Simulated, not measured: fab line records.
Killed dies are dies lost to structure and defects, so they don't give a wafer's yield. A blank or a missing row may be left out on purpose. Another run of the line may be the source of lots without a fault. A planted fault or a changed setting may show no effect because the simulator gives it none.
fab line records	flow nand-harc
record: lots: 11	wafers: 33	last-day: 33
route steps=1302 shown A_DECK1_JOINT@543 A_ONON_D2@546 A_CHANNEL_HOLE_D2@579
lots that met no fault: from a run of the same line without faults
start-h: start of the lot's first displayed wafer, in hours after the record's first day	wait-h: hours elapsed since this lot's preceding step	" identical to the entry in the row above	L1.1+2: a single row standing in for several wafers	- no value, or no start given	* or withheld: withheld	< > ~ a bound
route shown NAME@n: a module of which the file shows steps, and the number in the route of the first	usual: mean and standard deviation over wafers with no fault	same: alike in all rows	chamber/n: place in a boat	sites: each site's reading	_std_site: their standard deviation	_edge_site: the outer-site mean with the inner-site mean subtracted	radius-mm: how far each site lies from the wafer's centre	mask NAME#n: copy n	behind: the last tool/chamber to shape the wafer	hold: why the lot went on hold/how many hours it stayed there/how the hold came to an end	device: whichever transistor did not switch (one of n, p or np)	end of line: the tests these same wafers got at the end of their route	step lacking rows: just its recipe	killed: the dies lost at the first sort to structure and to defects; this is not the yield of the wafer	map: shows each die of a wafer: x if killed, . if not, _ if none is there
set.NAME: the setting that was run; set.NAME@STEP: the one run at that earlier step	model.NAME: the simulator's own value behind a step, which no gauge read
the route's steps for a sample of lots (tables are steps, rows are wafers)
services: a tool's chamber out of use, with start hour (start-h, from the record's first day; less than 0 if before it), hours out, and reason
== steps ==
step: NHARC_A_DECK1_JOINT_THK_MEAS_17
recipe: thk-meas-gauge: ellipsometry
usual: thk-nm: 45.0/1.2
lot.wafer	tool	chamber	start-h	wait-h	thk-nm
L533.1	film-metro-01	-	261.59	0.3	45.1
L533.3	"	-	"	"	46.0
L533.5	"	-	"	"	43.7
L535.1	film-metro-02	-	298.26	0.2	45.4
L535.3	"	-	"	"	44.3
L535.4	"	-	"	"	44.6
L539.1	film-metro-02	-	328.49	0.2	44.7
L539.4	"	-	"	"	46.7
L539.5	"	-	"	"	45.1
L538.3	film-metro-02	-	339.80	0.3	47.4
L538.5	"	-	"	"	47.3
L538.6	"	-	"	"	46.2
L540.2	film-metro-01	-	347.45	0.3	44.6
L540.3	"	-	"	"	44.6
L540.6	"	-	"	"	47.3
L541.1	film-metro-01	-	354.76	0.2	44.1
L541.4	"	-	"	"	46.8
L541.5	"	-	"	"	44.3
L543.1	film-metro-01	-	386.08	0.3	46.5
L543.3	"	-	"	"	47.0
L543.5	"	-	"	"	46.0
L545.1	film-metro-02	-	402.20	0.3	44.2
L545.3	"	-	"	"	44.7
L545.4	"	-	"	"	45.9
L553.1	film-metro-01	-	467.58	0.2	42.5
L553.4	"	-	"	"	44.1
L553.5	"	-	"	"	45.0
L554.1	film-metro-01	-	480.21	0.3	42.7
L554.3	"	-	"	"	43.6
L554.5	"	-	"	"	44.7
L555.1	film-metro-02	-	487.75	0.2	46.9
L555.4	"	-	"	"	45.7
L555.6	"	-	"	"	47.2
step: NHARC_A_ONON_D2_THK_MEAS_02
recipe: thk-meas-gauge: ellipsometry
usual: thk-nm: 1000/9.3
lot.wafer	tool	chamber	start-h	wait-h	thk-nm
L533.1	film-metro-02	-	262.19	-	986
L533.3	"	-	"	"	985
L533.5	"	-	"	"	984
L535.1	film-metro-02	-	298.88	-	988
L535.3	"	-	"	"	990
L535.4	"	-	"	"	989
L539.1	film-metro-02	-	329.11	-	1011
L539.4	"	-	"	"	1011
L539.5	"	-	"	"	1011
L538.3	film-metro-01	-	340.71	-	994
L538.5	"	-	"	"	993
L538.6	"	-	"	"	992
L540.2	film-metro-01	-	348.06	-	1003
L540.3	"	-	"	"	1003
L540.6	"	-	"	"	1002
L541.1	film-metro-01	-	355.37	-	1012
L541.4	"	-	"	"	1012
L541.5	"	-	"	"	1013
L543.1	film-metro-01	-	386.72	-	1008
L543.3	"	-	"	"	1008
L543.5	"	-	"	"	1009
L545.1	film-metro-02	-	402.81	-	996
L545.3	"	-	"	"	997
L545.4	"	-	"	"	996
L553.1	film-metro-02	-	468.19	-	1016
L553.4	"	-	"	"	1015
L553.5	"	-	"	"	1016
L554.1	film-metro-02	-	480.82	-	1011
L554.3	"	-	"	"	1008
L554.5	"	-	"	"	1010
L555.1	film-metro-02	-	488.37	-	1012
L555.4	"	-	"	"	1013
L555.6	"	-	"	"	1014
step: NHARC_A_ONON_D2_THK_MEAS_30
recipe: thk-meas-gauge: ellipsometry
usual: thk-nm: 998/8.6
lot.wafer	tool	chamber	start-h	wait-h	thk-nm
L533.1	film-metro-01	-	274.82	-	1005
L533.3	"	-	"	"	1004
L533.5	"	-	"	"	1006
L535.1	film-metro-01	-	312.12	-	1005
L535.3	"	-	"	"	1002
L535.4	"	-	"	"	1004
L539.1	film-metro-02	-	340.91	-	989
L539.4	"	-	"	"	988
L539.5	"	-	"	"	988
L538.3	film-metro-02	-	353.23	-	994
L538.5	"	-	"	"	993
L538.6	"	-	"	"	990
L540.2	film-metro-01	-	359.94	-	996
L540.3	"	-	"	"	995
L540.6	"	-	"	"	996
L541.1	film-metro-02	-	367.29	-	984
L541.4	"	-	"	"	985
L541.5	"	-	"	"	984
L543.1	film-metro-01	-	398.94	-	1004
L543.3	"	-	"	"	1003
L543.5	"	-	"	"	1005
L545.1	film-metro-02	-	414.70	-	982
L545.3	"	-	"	"	983
L545.4	"	-	"	"	982
L553.1	film-metro-02	-	480.09	-	998
L553.4	"	-	"	"	998
L553.5	"	-	"	"	998
L554.1	film-metro-01	-	495.84	-	992
L554.3	"	-	"	"	990
L554.5	"	-	"	"	992
L555.1	film-metro-02	-	500.65	-	1002
L555.4	"	-	"	"	1000
L555.6	"	-	"	"	1001
step: NHARC_A_CHANNEL_HOLE_D2_EXPOSE_07
recipe: na: 1.35	target-cd-nm: 100	sigma-outer: 0.3	dose-mj: 59.65	mask-id: HOLE_D2
usual: focus-offset-nm: -0.1/0.5
lot.wafer	tool	chamber	start-h	wait-h	mask	focus-offset-nm
L533.1	arfi-scanner-03	0	282.92	-	HOLE_D2#0	-0.8
L533.3	"	0	"	"	HOLE_D2#0	0.4
L533.5	"	0	"	"	HOLE_D2#0	-0.6
L535.1	arfi-scanner-01	0	319.25	-	HOLE_D2#0	-0.3
L535.3	"	0	"	"	HOLE_D2#0	-0.7
L535.4	"	0	"	"	HOLE_D2#0	-0.5
L539.1	arfi-scanner-02	0	344.35	-	HOLE_D2#0	0.0
L539.4	"	0	"	"	HOLE_D2#0	0.1
L539.5	"	0	"	"	HOLE_D2#0	-0.4
L538.3	arfi-scanner-01	0	356.35	-	HOLE_D2#0	-0.5
L538.5	"	0	"	"	HOLE_D2#0	0.3
L538.6	"	0	"	"	HOLE_D2#0	-0.4
L540.2	arfi-scanner-02	0	365.99	-	HOLE_D2#0	-0.2
L540.3	"	0	"	"	HOLE_D2#0	-0.7
L540.6	"	0	"	"	HOLE_D2#0	-0.2
L541.1	arfi-scanner-01	0	370.43	-	HOLE_D2#0	-0.3
L541.4	"	0	"	"	HOLE_D2#0	-0.2
L541.5	"	0	"	"	HOLE_D2#0	0.2
L543.1	arfi-scanner-03	0	402.34	-	HOLE_D2#0	-0.2
L543.3	"	0	"	"	HOLE_D2#0	0.9
L543.5	"	0	"	"	HOLE_D2#0	0.4
L545.1	arfi-scanner-03	0	418.05	-	HOLE_D2#0	0.3
L545.3	"	0	"	"	HOLE_D2#0	0.1
L545.4	"	0	"	"	HOLE_D2#0	0.3
L553.1	arfi-scanner-01	0	483.06	-	HOLE_D2#0	-0.9
L553.4	"	0	"	"	HOLE_D2#0	-1.4
L553.5	"	0	"	"	HOLE_D2#0	-0.4
L554.1	arfi-scanner-01	0	502.18	-	HOLE_D2#0	0.3
L554.3	"	0	"	"	HOLE_D2#0	0.0
L554.5	"	0	"	"	HOLE_D2#0	-0.1
L555.1	arfi-scanner-01	0	505.41	-	HOLE_D2#0	-0.6
L555.4	"	0	"	"	HOLE_D2#0	-0.5
L555.6	"	0	"	"	HOLE_D2#0	-0.5
step: NHARC_A_CHANNEL_HOLE_D2_CD_MEAS_10
recipe: target-cd-nm: 100	landing-energy-ev: 500
usual: cd-nm: 99.9/0.7
lot.wafer	tool	chamber	start-h	wait-h	cd-nm
L533.1	cd-sem-01	0	283.06	-	100.3
L533.3	"	0	"	"	100.8
L533.5	"	0	"	"	100.7
L535.1	cd-sem-03	0	319.39	-	100.2
L535.3	"	0	"	"	99.8
L535.4	"	0	"	"	99.9
L539.1	cd-sem-02	0	344.49	-	98.5
L539.4	"	0	"	"	99.0
L539.5	"	0	"	"	99.7
L538.3	cd-sem-03	0	356.49	-	99.6
L538.5	"	0	"	"	100.0
L538.6	"	0	"	"	99.5
L540.2	cd-sem-01	0	366.13	-	99.8
L540.3	"	0	"	"	100.9
L540.6	"	0	"	"	101.0
L541.1	cd-sem-02	0	370.57	-	99.2
L541.4	"	0	"	"	99.5
L541.5	"	0	"	"	100.1
L543.1	cd-sem-02	0	402.48	-	99.8
L543.3	"	0	"	"	99.4
L543.5	"	0	"	"	98.2
L545.1	cd-sem-02	0	418.19	-	99.5
L545.3	"	0	"	"	99.7
L545.4	"	0	"	"	98.8
L553.1	cd-sem-02	0	483.19	-	98.7
L553.4	"	0	"	"	99.9
L553.5	"	0	"	"	101.1
L554.1	cd-sem-01	0	502.32	-	100.1
L554.3	"	0	"	"	104.5
L554.5	"	0	"	"	100.2
L555.1	cd-sem-01	0	505.55	-	100.1
L555.4	"	0	"	"	106.5
L555.6	"	0	"	"	106.4
step: NHARC_A_CHANNEL_HOLE_D2_CD_MEAS_31
usual: cd-nm: 90.3/2
lot.wafer	tool	chamber	start-h	wait-h	cd-nm
L533.1	cd-sem-02	-	293.14	-	92.2
L533.3	"	-	"	"	88.2
L533.5	"	-	"	"	93.2
L535.1	cd-sem-01	-	326.28	-	94.3
L535.3	"	-	"	"	92.8
L535.4	"	-	"	"	91.0
L539.1	cd-sem-02	-	351.37	-	87.5
L539.4	"	-	"	"	88.5
L539.5	"	-	"	"	88.2
L538.3	cd-sem-01	-	363.37	-	90.9
L538.5	"	-	"	"	89.3
L538.6	"	-	"	"	91.5
L540.2	cd-sem-02	-	375.47	-	91.4
L540.3	"	-	"	"	93.9
L540.6	"	-	"	"	92.8
L541.1	cd-sem-01	-	378.72	-	91.3
L541.4	"	-	"	"	92.3
L541.5	"	-	"	"	95.1
L543.1	cd-sem-01	-	409.37	-	87.6
L543.3	"	-	"	"	91.3
L543.5	"	-	"	"	90.5
L545.1	cd-sem-01	-	425.09	0.1	92.6
L545.3	"	-	"	"	89.0
L545.4	"	-	"	"	87.6
L553.1	cd-sem-02	-	490.09	-	86.5
L553.4	"	-	"	"	89.6
L553.5	"	-	"	"	90.5
L554.1	cd-sem-03	-	509.92	-	88.7
L554.3	"	-	"	"	93.8
L554.5	"	-	"	"	89.6
L555.1	cd-sem-02	-	512.44	-	93.4
L555.4	"	-	"	"	95.0
L555.6	"	-	"	"	100.2
step: NHARC_A_CHANNEL_HOLE_D2_XSEM_32
recipe: landing-energy-ev: 35000
usual: bot-cd-nm: 74.9/2.2	bow-nm: 8.6/0.31	tilt-deg: 0.07/0.036
lot.wafer	tool	chamber	start-h	wait-h	bot-cd-nm	bow-nm	tilt-deg
L533.1	xsem-01	0	293.23	0.1	77.3	8.4	0.11
L533.3	"	0	"	"	72.9	8.4	0.11
L533.5	"	0	"	"	78.6	8.4	0.11
L535.1	xsem-01	0	326.36	0.1	79.3	8.8	0.11
L535.3	"	0	"	"	77.8	8.7	0.11
L535.4	"	0	"	"	74.7	8.8	0.11
L539.1	xsem-02	0	351.47	0.1	70.6	8.7	0.08
L539.4	"	0	"	"	71.6	8.7	0.08
L539.5	"	0	"	"	71.8	8.6	0.08
L538.3	xsem-02	0	363.46	0.1	75.6	9.0	0.11
L538.5	"	0	"	"	72.8	9.0	0.11
L538.6	"	0	"	"	76.0	9.1	0.11
L540.2	xsem-02	0	375.57	0.1	76.4	8.4	0.03
L540.3	"	0	"	"	78.8	8.4	0.03
L540.6	"	0	"	"	77.7	8.5	0.03
L541.1	xsem-02	0	378.81	0.1	76.2	9.1	0.04
L541.4	"	0	"	"	77.1	9.1	0.04
L541.5	"	0	"	"	79.1	9.1	0.04
L543.1	xsem-02	0	409.47	0.1	72.7	8.2	0.06
L543.3	"	0	"	"	76.2	8.3	0.06
L543.5	"	0	"	"	75.5	8.2	0.06
L545.1	xsem-01	0	425.17	0.1	77.2	8.5	0.04
L545.3	"	0	"	"	73.5	8.5	0.04
L545.4	"	0	"	"	71.4	8.5	0.04
L553.1	xsem-01	0	490.17	0.1	70.8	8.3	0.09
L553.4	"	0	"	"	74.7	8.4	0.09
L553.5	"	0	"	"	75.4	8.4	0.09
L554.1	xsem-02	0	510.02	0.1	72.3	8.8	0.08
L554.3	"	0	"	"	77.7	8.7	0.08
L554.5	"	0	"	"	73.3	8.7	0.08
L555.1	xsem-01	0	512.52	0.1	78.4	8.3	0.06
L555.4	"	0	"	"	79.6	8.3	0.06
L555.6	"	0	"	"	84.8	8.3	0.06
== services ==
tool	chamber	start-h	hours	kind
arfi-scanner-03	0	268.12	-	calibration
arfi-scanner-01	0	302.24	-	calibration
arfi-scanner-01	-	310.56	1.5	repair
arfi-scanner-02	-	312.00	4.0	pm
xsem-02	-	316.04	1.2	repair
arfi-scanner-03	-	345.26	2.0	repair
xsem-02	-	348.32	1.1	repair
arfi-scanner-02	0	365.87	-	calibration
arfi-scanner-03	-	368.00	4.0	pm
xsem-01	-	374.00	14.0	pm
arfi-scanner-01	-	401.86	4.5	repair
arfi-scanner-01	-	424.00	4.0	pm
arfi-scanner-03	0	429.20	-	calibration
arfi-scanner-02	-	444.79	0.4	repair
arfi-scanner-02	-	454.16	0.4	repair
arfi-scanner-01	0	475.12	-	calibration
arfi-scanner-02	-	484.00	4.0	pm
arfi-scanner-02	-	490.87	1.9	repair
arfi-scanner-03	-	492.69	0.2	repair
== key ==
first-sign: step: NHARC_A_CHANNEL_HOLE_D2_CD_MEAS_10	reading: cd-nm	direction: up	sigmas: 8.5	usual: 99.9	struck: 105.8
effect: step: NHARC_A_CHANNEL_HOLE_D2_CD_MEAS_31	reading: cd-nm	direction: up	sigmas: 3	usual: 90.3	struck: 96.3
effect: step: NHARC_A_CHANNEL_HOLE_D2_XSEM_32	reading: bot-cd-nm	direction: up	sigmas: 2.7	usual: 74.9	struck: 80.7
met-at NHARC_A_CHANNEL_HOLE_D2_EXPOSE_07
struck-lots L554,L555
struck-wafers L554.3,L555.4,L555.6
tester-left-out L554,L555
not-acting-at NHARC_A_DECK1_JOINT_THK_MEAS_17,NHARC_A_ONON_D2_THK_MEAS_02,NHARC_A_ONON_D2_THK_MEAS_30
onset-between 483.06 502.18
fault: kind: process-parameter-drift	tool: arfi-scanner-01	chamber: -	onset-h: 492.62	steps: NHARC_A_CHANNEL_HOLE_D2_EXPOSE_07	channel: focus-nm	offset: 102.48	shape: step	end-h: 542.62	scope: struck-wafers-only
tester-left-out: of these lots the tester's yield and bins aren't shown, on N5 and GAA mostly nor the transistor test; their killed dies are dies lost to structure and defects alone, not to doping, threshold or leakage, so they don't give the yield
